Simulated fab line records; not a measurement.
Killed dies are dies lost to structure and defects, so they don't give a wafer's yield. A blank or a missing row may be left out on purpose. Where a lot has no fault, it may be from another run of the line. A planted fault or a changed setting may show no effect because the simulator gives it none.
Struck lot and sound lot, side by side / flow n5_finfet / 18 steps out of a route of 1938
Sound: the wafers L284.3, L284.5, L284.6. Struck: wafer L288.5 (L288.3, L288.6, from the same lot, were not struck and are left out); the cause is given at the end.
Each step with rows lists, per side, the tool, then ch with its chambers, then its first start. Under that, the readings that differ: sound wafers / struck wafers / difference of the means / sigmas: that difference in standard deviations of wafers without a fault.
alike: readings with means less than 2 such deviations apart, plus words and numbers identical on both sides. not compared: withheld readings, readings lacking a value on some wafer, bounds such as >300 that could conceal the same value, and numbers that have no deviation in the record and whose values overlap.
A row with sigmas, a row that says differs or no value, or rows on one side alone: a step with any of these is where the two part. When numbers do not overlap yet have no deviation, they are printed without sigmas and do not part them. A reading that every wafer of one side lacks parts them only if that side has two wafers or more.

N5_BEOL_M13_OCD_MEAS_35:
  sound on ocd-02 at day 11 03:10; struck on ocd-02 at day 13 08:13
  alike: trench_depth_nm
N5_BEOL_M13_STRIP_37: strips in N2/H2.
  sound on plasma_asher-02 ch 0,1, day 11 03:14; struck on plasma_asher-02 ch 1, day 13 08:16
reading=oes_product_au (a.u.); sound=0.773 0.781 0.784; struck=0.756; difference=-0.023; sigmas=-2
  alike: drypump_motor_current_A, heater_power_w, n2_flow_sccm
  not compared: rf_hours_counter_h
then, 4 steps without rows for these wafers: N5_BEOL_M13_ETCH_38 (etches SiCN in CF4/N2, target depth 67.5 nm, time 71.9 s); N5_BEOL_M13_PRECLEAN_39 (cleans in residue remover, time 60 s); N5_BEOL_M13_SRD_40 (time 30 s, dry time 30 s); N5_BEOL_M13_DEGAS_41 (time 60 s).
N5_BEOL_M13_PRE_CLEAN_42: time 30 s.
  sound on pvd_sputter-02 at day 11 03:32; struck on pvd_sputter-02 at day 13 09:16
  alike: heater_power_w
then, 4 steps without rows for these wafers: N5_BEOL_M13_SPUTTER_43 (material TaN, target thk 15 nm, time 24.19 s); N5_BEOL_M13_SPUTTER_44 (material Ta, target thk 10 nm, time 16.13 s); N5_BEOL_M13_SPUTTER_45 (material Cu, target thk 80 nm, time 13.33 s); N5_BEOL_M13_ECD_47 (material Cu, target thk 936 nm).
N5_BEOL_M13_ANNEAL_48: time 90 s.
  sound on rtp_anneal-01 ch 0, day 11 04:12; struck on rtp_anneal-01 ch 0, day 13 09:50
  alike: wafer_temp_C_max
N5_BEOL_M13_CMP_49: polishes, stops on SiOC, t overpolish 17.1 s, target thk 420 nm.
  sound on cmp-01 ch 0,1,2, day 11 04:29; struck on cmp-04 ch 0, day 13 10:10
  alike: barrier_field_endpoint_s, clearing_platen_down_force_psi, edge_zone_pressure_frac, motor_current_A, overpolish_run_s
then, 1 step without rows for these wafers: N5_BEOL_M13_PRE_CLEAN_52 (time 15 s).
N5_BEOL_M13_DEP_53: deposits SiCN from 3MS/NH3, target thk 50 nm, time 17.8 s.
  sound on pecvd-04 ch 0,1,2, day 11 04:46; struck on pecvd-03 ch 1, day 13 10:24
  alike: showerhead_plenum_p_Torr, throttle_valve_pct
N5_BEOL_M13_INSPECT_55: inspects for defects (darkfield).
  sound on defect_inspect-02 at day 11 04:51; struck on defect_inspect-01 at day 13 10:30
reading=raw_defect_count; sound=79 69 79; struck=707; difference=+631; sigmas=+27
N5_BEOL_M14_ILD_DEP_00: deposits SiO2 from TEOS/O2, target thk 1119.3 nm, time 237.4 s.
  sound on pecvd-02 ch 1,2, day 11 04:53; struck on pecvd-01 ch 1, day 13 10:32
  alike: heater_power_w, showerhead_plenum_p_Torr, throttle_valve_pct
N5_PASSIVATION_PROBE_49:
  sound on prober-02 at day 12 06:12; struck on prober-01 at day 14 11:05
reading=defect_limited_yield (%); sound=92.2 91.3 93.4; struck=53.1; difference=-39.2; sigmas=-26
reading=killed_at_M4_up; sound=11 12 12; struck=472; difference=+460; sigmas=+81
reading=killed_dies; sound=92 103 78; struck=554; difference=+463; sigmas=+27
reading=killed_on_rim; sound=12 16 11; struck=82; difference=+69; sigmas=+16
reading=sort_bin_5_function (%); sound=4.4 4.9 4.1; struck=29.6; difference=+25.1; sigmas=+27
reading=sort_bin_6_memory (%); sound=3.0 3.2 2.5; struck=14.7; difference=+11.8; sigmas=+17
reading=sort_n_pass; sound=1088 1077 1102; struck=626; difference=-463; sigmas=-27
reading=sort_yield_pct (%); sound=92.2 91.3 93.4; struck=53.1; difference=-39.2; sigmas=-26
  alike: killed_at_M0_to_M3, killed_at_contacts, killed_at_front_end, killed_at_other, killed_open, killed_short, sort_bin_4_leakage, sort_bin_8_speed

WHERE THEY PART
First at N5_BEOL_M13_STRIP_37; last, within this record, at N5_PASSIVATION_PROBE_49.

WHY: whatever the simulator had introduced
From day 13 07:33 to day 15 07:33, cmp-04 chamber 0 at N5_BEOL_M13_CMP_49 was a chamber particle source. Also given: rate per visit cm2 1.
